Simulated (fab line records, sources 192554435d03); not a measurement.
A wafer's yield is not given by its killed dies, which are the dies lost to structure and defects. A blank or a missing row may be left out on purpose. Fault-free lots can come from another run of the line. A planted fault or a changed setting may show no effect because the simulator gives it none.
The tool behind it: which one? -- flow n5-finfet -- Sampling: 24 lots, 72 wafers, 4 of 1938 route steps

== WHAT THE GAUGES SHOWED, per wafer ==
N5_SD_ACTIVATION_RS_MEAS_03: measures by four-point-probe.
lot,measured,on,RS_SD_N (ohm/sq),RS_SD_P (ohm/sq)
L074,day 3 12:10,film-metro-01,21.54 21.79 21.71,54.8 55.0 55.8
L075,day 3 16:11,film-metro-02,22.00 22.04 21.57,56.9 55.9 55.7
L076,day 3 21:41,film-metro-02,21.20 21.75 21.22,55.2 55.8 54.6
L077,day 4 04:37,film-metro-02,21.81 21.66 21.77,56.5 57.0 57.5
L078,day 4 11:26,film-metro-02,21.97 21.96 21.83,56.5 56.8 56.0
L079,day 4 17:49,film-metro-01,22.39 21.99 21.69,55.0 55.5 55.9
L080,day 5 01:53,film-metro-01,21.97 21.50 21.91,54.7 55.8 55.1
L081,day 5 05:10,film-metro-01,21.82 21.73 21.96,56.8 56.7 57.1
L082,day 5 12:41,film-metro-02,21.76 21.67 21.74,56.1 55.9 56.5
L083,day 5 17:52,film-metro-01,21.63 21.45 21.73,58.0 57.2 57.8
L084,day 5 21:29,film-metro-02,21.85 22.18 21.95,55.9 55.6 55.8
L085,day 6 04:59,film-metro-02,22.26 22.20 22.13,55.3 56.1 56.6
L086,day 6 09:48,film-metro-01,21.89 22.50 22.19,56.0 55.4 55.1
L087,day 6 15:29,film-metro-01,22.12 22.02 21.77,56.5 56.9 56.4
L088,day 6 21:56,film-metro-02,21.94 21.96 22.08,56.9 57.1 56.8
L089,day 7 04:16,film-metro-02,22.30 22.45 22.37,55.3 56.0 55.6
L090,day 7 09:34,film-metro-02,22.20 22.28 22.40,58.1 59.0 58.8
L091,day 7 17:17,film-metro-02,22.16 22.22 21.86,55.0 55.8 55.7
L092,day 7 22:42,film-metro-02,21.33 21.70 21.72,56.3 57.8 55.8
L093,day 8 06:50,film-metro-02,22.06 22.25 22.18,56.1 55.7 56.7
L094,day 8 10:44,film-metro-02,22.08 22.27 22.00,55.8 56.4 55.3
L095,day 8 15:07,film-metro-02,21.78 21.84 21.78,56.0 54.9 55.1
L096,day 9 05:19,film-metro-01,22.37 21.68 22.31,55.9 54.7 56.0
L097,day 9 11:22,film-metro-02,21.77 21.86 21.42,55.4 55.0 54.8

== EACH LOT AND THE TOOL THAT RAN IT (in order: tool; ch and the chambers of the sampled wafers; start) ==
lot,N5_SD_EPI_P_ETCH_37,N5_SD_EPI_P_ETCH_16,N5_SD_ACTIVATION_LSA_01
L074,"rie-diel-03 ch 1,2, day 3 06:07","rie-diel-03 ch 1,2, day 3 06:38","laser-anneal-01 ch 0, day 3 11:58"
L075,"rie-diel-03 ch 0,2, day 3 12:06","rie-diel-03 ch 0,2, day 3 12:37","laser-anneal-02 ch 0, day 3 15:59"
L076,"rie-diel-01 ch 0,1,3, day 3 17:37","rie-diel-01 ch 0,1,3, day 3 18:08","laser-anneal-01 ch 0, day 3 21:29"
L077,"rie-diel-01 ch 0,1, day 4 00:30","rie-diel-01 ch 0,1, day 4 01:02","laser-anneal-02 ch 0, day 4 04:25"
L078,"rie-diel-02 ch 0,2, day 4 07:11","rie-diel-02 ch 0,2, day 4 07:42","laser-anneal-01 ch 0, day 4 11:13"
L079,"rie-diel-01 ch 0,1,2, day 4 13:41","rie-diel-01 ch 0,1,2, day 4 14:13","laser-anneal-02 ch 0, day 4 17:37"
L080,"rie-diel-03 ch 2,3, day 4 21:45","rie-diel-03 ch 2,3, day 4 22:17","laser-anneal-01 ch 0, day 5 01:41"
L081,"rie-diel-03 ch 1,2,3, day 5 01:05","rie-diel-03 ch 1,2,3, day 5 01:37","laser-anneal-02 ch 0, day 5 04:59"
L082,"rie-diel-01 ch 0,1,3, day 5 08:37","rie-diel-01 ch 0,1,3, day 5 09:08","laser-anneal-01 ch 0, day 5 12:29"
L083,"rie-diel-02 ch 1,3, day 5 13:32","rie-diel-02 ch 1,3, day 5 14:04","laser-anneal-02 ch 0, day 5 17:40"
L084,"rie-diel-01 ch 1,2,3, day 5 17:22","rie-diel-01 ch 1,2,3, day 5 17:53","laser-anneal-01 ch 0, day 5 21:18"
L085,"rie-diel-03 ch 1,3, day 6 00:53","rie-diel-03 ch 1,3, day 6 01:25","laser-anneal-02 ch 0, day 6 04:48"
L086,"rie-diel-03 ch 0,2,3, day 6 05:44","rie-diel-03 ch 0,2,3, day 6 06:16","laser-anneal-01 ch 0, day 6 09:36"
L087,"rie-diel-01 ch 1,2, day 6 11:23","rie-diel-01 ch 1,2, day 6 11:54","laser-anneal-02 ch 0, day 6 15:17"
L088,"rie-diel-01 ch 1,2, day 6 17:50","rie-diel-01 ch 1,2, day 6 18:22","laser-anneal-01 ch 0, day 6 21:43"
L089,"rie-diel-03 ch 0,1, day 7 00:04","rie-diel-03 ch 0,1, day 7 00:35","laser-anneal-02 ch 0, day 7 04:05"
L090,"rie-diel-02 ch 0,1,3, day 7 05:29","rie-diel-02 ch 0,1,3, day 7 06:00","laser-anneal-01 ch 0, day 7 09:21"
L091,"rie-diel-01 ch 0,1,2, day 7 13:07","rie-diel-01 ch 0,1,2, day 7 13:39","laser-anneal-02 ch 0, day 7 17:04"
L092,"rie-diel-03 ch 0,1, day 7 18:36","rie-diel-03 ch 0,1, day 7 19:07","laser-anneal-01 ch 0, day 7 22:31"
L093,"rie-diel-02 ch 0,2, day 8 01:34","rie-diel-02 ch 0,2, day 8 02:05","laser-anneal-02 ch 0, day 8 06:38"
L094,"rie-diel-02 ch 0,1,2, day 8 05:49","rie-diel-02 ch 0,1,2, day 8 06:21","laser-anneal-01 ch 0, day 8 10:32"
L095,"rie-diel-02 ch 0,1,2, day 8 11:02","rie-diel-02 ch 0,1,2, day 8 11:34","laser-anneal-02 ch 0, day 8 14:55"
L096,"rie-diel-03 ch 0,1,2, day 9 00:23","rie-diel-03 ch 0,1,2, day 9 00:54","laser-anneal-01 ch 0, day 9 05:06"
L097,"rie-diel-02 ch 0,3, day 9 06:16","rie-diel-02 ch 0,3, day 9 06:48","laser-anneal-02 ch 0, day 9 11:11"
- N5_SD_EPI_P_ETCH_37: etches SOC in N2/H2, overetch 108 nm, time 486 s.
- N5_SD_EPI_P_ETCH_16: etches SiO2 in CHF3/O2, target depth 5 nm.
- N5_SD_ACTIVATION_LSA_01: time 0.0008 s.

== AS READ BY THE TOOLS THEMSELVES (means over the sampled wafers that have a number; for cases with no such wafer, the mark the record gives instead) ==
N5_SD_EPI_P_ETCH_37.
lot,tool,drypump-motor-current-A (A),oes-product-au (a.u.),rf-vpp-V (V),showerhead-plenum-p-Torr (Torr),throttle-valve-pct (%)
L074,rie-diel-03,5.9,0.68,241.3,2.53,23.9
L075,rie-diel-03,6.2,0.70,241.9,2.60,23.3
L076,rie-diel-01,5.7,0.65,240.8,2.56,23.8
L077,rie-diel-01,5.3,0.66,241.7,2.60,23.7
L078,rie-diel-02,6.0,0.67,241.7,2.65,24.3
L079,rie-diel-01,5.4,0.71,241.0,2.59,24.1
L080,rie-diel-03,6.5,0.74,241.3,2.58,23.4
L081,rie-diel-03,6.2,0.73,241.7,2.58,23.7
L082,rie-diel-01,5.7,0.64,241.2,2.56,23.8
L083,rie-diel-02,5.7,0.65,240.3,2.45,24.3
L084,rie-diel-01,5.8,0.68,240.8,2.54,24.1
L085,rie-diel-03,6.3,0.78,241.4,2.64,23.7
L086,rie-diel-03,6.4,0.73,241.3,2.62,23.4
L087,rie-diel-01,5.5,0.73,240.8,2.57,24.4
L088,rie-diel-01,5.5,0.73,241.7,2.57,24.4
L089,rie-diel-03,5.8,0.67,240.6,2.56,23.9
L090,rie-diel-02,5.8,0.63,240.6,2.52,24.4
L091,rie-diel-01,5.4,0.68,241.3,2.58,24.1
L092,rie-diel-03,6.0,0.67,241.4,2.59,23.6
L093,rie-diel-02,6.0,0.65,241.6,2.64,24.3
L094,rie-diel-02,5.9,0.64,240.5,2.56,24.2
L095,rie-diel-02,5.9,0.64,240.8,2.56,24.3
L096,rie-diel-03,6.1,0.66,240.9,2.55,23.6
L097,rie-diel-02,5.8,0.61,240.1,2.54,24.5

N5_SD_EPI_P_ETCH_16.
lot,tool,O2_flow_sccm (sccm),drypump-motor-current-A (A),oes_f_703_au (a.u.),oes-product-au (a.u.),rf-vpp-V (V),showerhead-plenum-p-Torr (Torr),throttle-valve-pct (%)
L074,rie-diel-03,5.003,5.9,0.76,0.76,520,2.41,18.98
L075,rie-diel-03,4.996,6.2,0.77,0.76,517,2.47,18.70
L076,rie-diel-01,5.019,5.7,0.75,0.71,506,2.42,18.83
L077,rie-diel-01,4.990,5.3,0.78,0.75,504,2.47,18.79
L078,rie-diel-02,5.003,6.0,0.76,0.76,531,2.50,18.99
L079,rie-diel-01,4.998,5.4,0.81,0.79,514,2.45,18.86
L080,rie-diel-03,4.983,6.5,0.82,0.82,532,2.46,18.77
L081,rie-diel-03,4.998,6.2,0.82,0.81,525,2.45,18.86
L082,rie-diel-01,5.015,5.7,0.74,0.70,507,2.42,18.84
L083,rie-diel-02,5.017,5.7,0.74,0.72,515,2.34,19.19
L084,rie-diel-01,4.986,5.8,0.77,0.75,516,2.39,18.90
L085,rie-diel-03,4.994,6.3,0.86,0.86,522,2.50,18.79
L086,rie-diel-03,4.990,6.4,0.81,0.81,522,2.49,18.72
L087,rie-diel-01,4.995,5.5,0.83,0.82,521,2.42,18.94
L088,rie-diel-01,4.995,5.5,0.83,0.82,521,2.42,18.92
L089,rie-diel-03,4.997,5.8,0.75,0.74,512,2.42,18.97
L090,rie-diel-02,4.992,5.8,0.72,0.70,532,2.38,19.15
L091,rie-diel-01,5.003,5.4,0.79,0.76,512,2.44,18.90
L092,rie-diel-03,4.985,6.0,0.75,0.74,510,2.46,18.84
L093,rie-diel-02,4.994,6.0,0.73,0.74,530,2.49,19.02
L094,rie-diel-02,5.008,5.9,0.73,0.71,522,2.42,19.07
L095,rie-diel-02,5.000,5.9,0.73,0.72,523,2.42,19.07
L096,rie-diel-03,5.020,6.1,0.74,0.73,517,2.42,18.90
L097,rie-diel-02,4.999,5.8,0.68,0.69,547,2.39,19.24

N5_SD_ACTIVATION_LSA_01.
lot,tool,wafer_temp_C_max
L074,laser-anneal-01,1084.1
L075,laser-anneal-02,1083.4
L076,laser-anneal-01,1084.2
L077,laser-anneal-02,1084.7
L078,laser-anneal-01,1084.2
L079,laser-anneal-02,1083.7
L080,laser-anneal-01,1083.8
L081,laser-anneal-02,1083.9
L082,laser-anneal-01,1084.0
L083,laser-anneal-02,1084.2
L084,laser-anneal-01,1083.3
L085,laser-anneal-02,1084.6
L086,laser-anneal-01,1084.0
L087,laser-anneal-02,1083.8
L088,laser-anneal-01,1083.6
L089,laser-anneal-02,1084.6
L090,laser-anneal-01,1084.6
L091,laser-anneal-02,1084.3
L092,laser-anneal-01,1083.0
L093,laser-anneal-02,1083.7
L094,laser-anneal-01,1082.8
L095,laser-anneal-02,1083.9
L096,laser-anneal-01,1083.2
L097,laser-anneal-02,1082.7

== THE ANSWER, worked out from the rows above alone ==
Rule: the usual values come from the lots themselves. Put in order of their means at a reading, lots are off if they are a third of the lots or fewer, leave a main group of 4 or more, and stand apart from it by a gap of 3 or more times the standard deviation of the main group's means; of several such gaps the widest counts. Not used: any main group whose means are identical at the precision the tables above print for the reading. A lot without any number at a reading at which 4 lots or more have one is off too. The other lots that the step has rows for count as sound. The gauges are gone through in route order, then the tools' own readings, and for those a lot's mean is taken as printed above. At the first step where some lot is off, the reading lying furthest off is the one used; lots without a number count as furthest.
None of the lots is off at any reading shown; this tells nothing.

== WHAT HAD BEEN PUT IN BY THE SIMULATOR ==
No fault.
